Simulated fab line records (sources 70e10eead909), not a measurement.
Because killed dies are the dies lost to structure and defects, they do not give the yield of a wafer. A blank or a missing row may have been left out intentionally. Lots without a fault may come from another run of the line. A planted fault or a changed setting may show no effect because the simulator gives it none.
The tool behind it: which one?    flow nandHarc    Sampling: 24 lots, 72 wafers, 2 of 1302 route steps

WHAT THE GAUGES READ, wafer by wafer
NHARC_A_M0_INSPECT_27. Usual: rawDefectCount 518, standard deviation 130.
lot   measured      on                rawDefectCount  flag
L074  day 23 05:29  defectInspect-02  421 612 455     
L075  day 23 06:14  defectInspect-01  594 634 441     
L076  day 23 19:31  defectInspect-01  773 546 490     
L077  day 23 21:41  defectInspect-01  492 447 480     
L078  day 24 00:47  defectInspect-02  470 374 434     
L079  day 24 07:32  defectInspect-01  817 536 477     
L081  day 25 14:10  defectInspect-01  498 671 689     
L080  day 25 20:22  defectInspect-01  492 525 536     
L083  day 26 13:15  defectInspect-02  350 472 374     
L082  day 26 21:26  defectInspect-02  634 453 517     
L085  day 27 19:19  defectInspect-01  327 420 352     
L086  day 27 22:09  defectInspect-01  433 655 481     
L084  day 28 00:08  defectInspect-02  487 370 377     
L087  day 28 07:55  defectInspect-02  764 510 580     
L088  day 28 20:30  defectInspect-02  408 579 626     
L089  day 28 21:33  defectInspect-01  384 360 411     
L091  day 29 23:59  defectInspect-01  680 756 629     
L092  day 30 07:26  defectInspect-01  545 426 624     
L090  day 30 09:25  defectInspect-02  567 438 484     
L093  day 30 13:50  defectInspect-02  412 746 387     
L095  day 31 07:52  defectInspect-02  586 529 470     
L094  day 31 09:03  defectInspect-02  479 533 306     
L096  day 32 05:40  defectInspect-01  538 971 676     
L097  day 32 13:53  defectInspect-01  424 490 462     

NHARC_A_M1_OVL_MEAS_10: pitch 240 nm. Usual: overlayXNm -0.1 nm, standard deviation 0.88; overlayYNm 0.1 nm, standard deviation 0.81.
lot   measured      on          overlayXNm (nm)  overlayYNm (nm)  flag
L074  day 23 06:57  overlay-02  0.8 1.4 0.4      -0.9 -1.5 -1.5   
L075  day 23 07:51  overlay-01  -0.4 0.2 0.4     -0.2 0.1 -0.1    
L076  day 23 21:32  overlay-01  0.1 -0.1 0.8     1.0 0.0 0.7      
L077  day 24 00:14  overlay-01  0.4 0.3 0.4      -0.4 -0.2 0.0    
L078  day 24 02:07  overlay-02  1.6 0.3 0.9      -0.5 -0.9 -0.2   
L079  day 24 09:01  overlay-02  0.0 0.7 0.3      0.5 0.6 -0.1     
L081  day 25 15:39  overlay-02  0.8 0.7 1.0      -0.1 -0.1 -0.2   
L080  day 25 21:50  overlay-02  0.9 0.9 1.4      -0.4 0.4 0.4     
L083  day 26 14:44  overlay-01  -1.0 -0.7 -1.0   0.8 0.5 1.3      
L082  day 26 22:55  overlay-02  -0.5 0.5 -0.1    -0.5 -0.5 0.0    
L085  day 27 20:47  overlay-01  -0.3 -0.6 -0.4   1.0 0.9 1.0      
L086  day 27 23:29  overlay-02  -0.3 -0.2 -0.4   -1.3 -1.4 -2.3   
L084  day 28 01:29  overlay-02  -2.6 -2.4 -2.3   0.6 0.9 0.8      
L087  day 28 09:18  overlay-01  -1.3 -1.9 -1.5   0.9 0.6 1.5      
L088  day 28 22:00  overlay-02  -0.7 -0.6 -0.6   0.7 1.0 0.5      
L089  day 28 23:16  overlay-01  -0.8 -1.1 -0.5   1.3 1.1 1.2      
L091  day 30 01:21  overlay-02  0.4 0.6 -0.6     0.6 0.7 0.6      
L092  day 30 08:49  overlay-02  0.2 0.2 0.4      0.0 0.0 -0.6     
L090  day 30 10:53  overlay-01  0.8 0.4 0.2      -1.1 -0.9 -1.7   
L093  day 30 15:10  overlay-02  0.8 0.5 0.2      0.3 0.4 0.1      
L095  day 31 09:21  overlay-01  -1.5 -1.1 -1.4   -0.1 -0.6 0.3    
L094  day 31 10:49  overlay-02  0.9 0.4 0.2      -0.1 -0.3 0.4    
L096  day 32 07:11  overlay-02  -1.5 -0.5 -0.7   1.1 1.0 1.7      
L097  day 32 15:22  overlay-02  0.1 -0.9 0.0     0.0 -0.6 -0.2    

EACH LOT AND THE TOOL THAT RAN IT (in order: tool; ch and the chambers of the sampled wafers; start)
No process step before these readings appears in the record.

WHAT THE TOOLS THEMSELVES READ (means of the sampled wafers that have a number; where no wafer has one, the mark that the record gives instead)
The record holds no such reading with a usual standard deviation.

THE ANSWER, worked out from the rows above alone
Rule: a lot is off if the mean of its wafers that have a number lies more than 3 standard deviations from the usual mean. Also off: a lot with no number at a reading for which 4 or more lots have one. The other lots that the step has rows for count as sound. The gauges are gone through in route order, then the tools' own readings, and for those a lot's mean is taken as printed above. At the first step where some lot is off, the reading lying furthest off is the one used; lots without a number count as furthest.
No lot is off at any reading shown: from this, nothing can be told.

WHAT HAD BEEN PUT IN BY THE SIMULATOR
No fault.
